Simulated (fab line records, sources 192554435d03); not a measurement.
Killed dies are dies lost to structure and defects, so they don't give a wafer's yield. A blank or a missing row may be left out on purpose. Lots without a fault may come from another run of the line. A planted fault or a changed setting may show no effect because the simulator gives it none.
A struck lot beside a sound one | flow n5_finfet | 22 steps out of a route of 1938
Sound: wafers L573.1, L573.2, L573.4. Struck: wafers L564.1, L564.2, L564.3. The cause comes at the end.
At each step with rows: each side's tool, then ch and its chambers, then its first start. Under that, the readings that differ: sound wafers | struck wafers | difference of the means | sigmas: that difference in standard deviations of wafers without a fault.
alike: readings whose means differ by less than 2 such deviations, and words and numbers that are the same on both sides. not compared: withheld readings, readings that some wafer has no value for, bounds like >300 that may hide the same value, and numbers for which the record gives no deviation and whose values overlap.
The two part at a step that has a row with sigmas, a row that says differs or no value, or rows on one side only. Numbers that don't overlap but have no deviation are shown without sigmas and don't part them. A reading that every wafer of one side lacks parts them only if that side has two wafers or more.

first, 8 steps without rows for these wafers: N5_BEOL_M9_DESCUM_16 (chemistry O2, time 7.9 s); N5_BEOL_M9_ETCH_61 (etches SiARC in CF4, target depth 39 nm, time 65 s); N5_BEOL_M9_ETCH_62 (etches SOC in N2/H2, target depth 110 nm, overetch 22 nm, time 165 s); N5_BEOL_M9_STRIP_68 (strips in N2/H2); N5_BEOL_M9_STRIP_67 (strips in CF4); N5_BEOL_M9_HM_OPEN_17 (chemistry Cl2/BCl3, target TiN, target depth 20 nm, overetch 6 nm); N5_BEOL_M9_STRIP_19 (strips in O2); N5_BEOL_M9_COAT_63 (time 60 s, resist thk 60 nm).
N5_BEOL_M9_COAT_64: time 60 s, resist thk 12 nm.
  sound on litho_track-04 ch 0, day 15 23:00; struck on litho_track-04 ch 0, day 12 02:53
  reading                                    | sound                | struck               | difference | sigmas
  spin_speed_rpm (rpm)                       | 1499.5 1500.3 1501.2 | 1684.9 1683.7 1683.0 | +183.5     | +99 or more
  model.SiARC_of_BEOL_M9_COAT_64.thk_nm (nm) | 12 12 12             | 11.4 11.4 11.4       | -0.6       |
  alike: dispense_pressure_kPa, plate_temp_C
then, 9 steps without rows for these wafers: N5_BEOL_M9_COAT_75 (time 60 s, resist thk 5 nm); N5_BEOL_M9_COAT_22 (resist thk 30 nm); N5_BEOL_M9_EBR_24; N5_BEOL_M9_SOFTBAKE_23 (time 60 s); N5_BEOL_M9_EXPOSE_25 (exposes mask V8); N5_BEOL_M9_PEB_26 (peb time 60 s); N5_BEOL_M9_DEVELOP_27 (develop time 30 s); N5_BEOL_M9_DESCUM_33 (chemistry O2, time 7 s); N5_BEOL_M9_ETCH_76 (etches underlayer in N2/H2, target depth 6.5 nm, time 5.2 s).
N5_BEOL_M9_ETCH_65: etches SiARC in CF4, target depth 15.6 nm, time 26 s.
  sound on rie_diel-06 ch 0,1,2, day 15 23:38; struck on rie_diel-02 ch 0,1,2, day 12 03:26
  reading                                      | sound             | struck            | difference | sigmas
  model.etch.depth_nm (nm)                     | 12.06 12.07 12.03 | 11.35 11.35 11.32 | -0.71      |
  model.CAR-EUV_of_BEOL_M9_COAT_22.thk_nm (nm) | 11.2 11 11        | 11.8 11.8 11.8    | +0.7       |
  alike: drypump_motor_current_A, etch_rf_on_time_s, oes_product_au, rf_vpp_V, showerhead_plenum_p_Torr, throttle_valve_pct
  not compared: rf_hours_counter_h
N5_BEOL_M9_ETCH_66: etches SOC in N2/H2, target depth 80 nm, overetch 16 nm, time 120 s.
  sound on rie_diel-06 ch 0,1,2, day 15 23:40; struck on rie_diel-02 ch 0,1,2, day 12 03:28
  reading                                    | sound       | struck      | difference | sigmas
  model.SiARC_of_BEOL_M9_COAT_64.thk_nm (nm) | 6.6 6.6 6.4 | 5.8 6.2 5.6 | -0.7       |
  alike: drypump_motor_current_A, oes_product_au, rf_vpp_V, showerhead_plenum_p_Torr, throttle_valve_pct
  not compared: rf_hours_counter_h
then, 1 step without rows for these wafers: N5_BEOL_M9_STRIP_69 (strips in N2/H2).
N5_PASSIVATION_PROBE_49:
  the record has rows for the sound wafers here (prober-02, day 18 13:05) and none for the struck ones

WHERE THEY PART
First at N5_BEOL_M9_COAT_64; last, within this record, at N5_PASSIVATION_PROBE_49.

WHY: what the simulator had put in
Process parameter drift: litho_track-04, from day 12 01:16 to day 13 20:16, at N5_BEOL_M9_COAT_64. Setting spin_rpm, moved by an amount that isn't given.
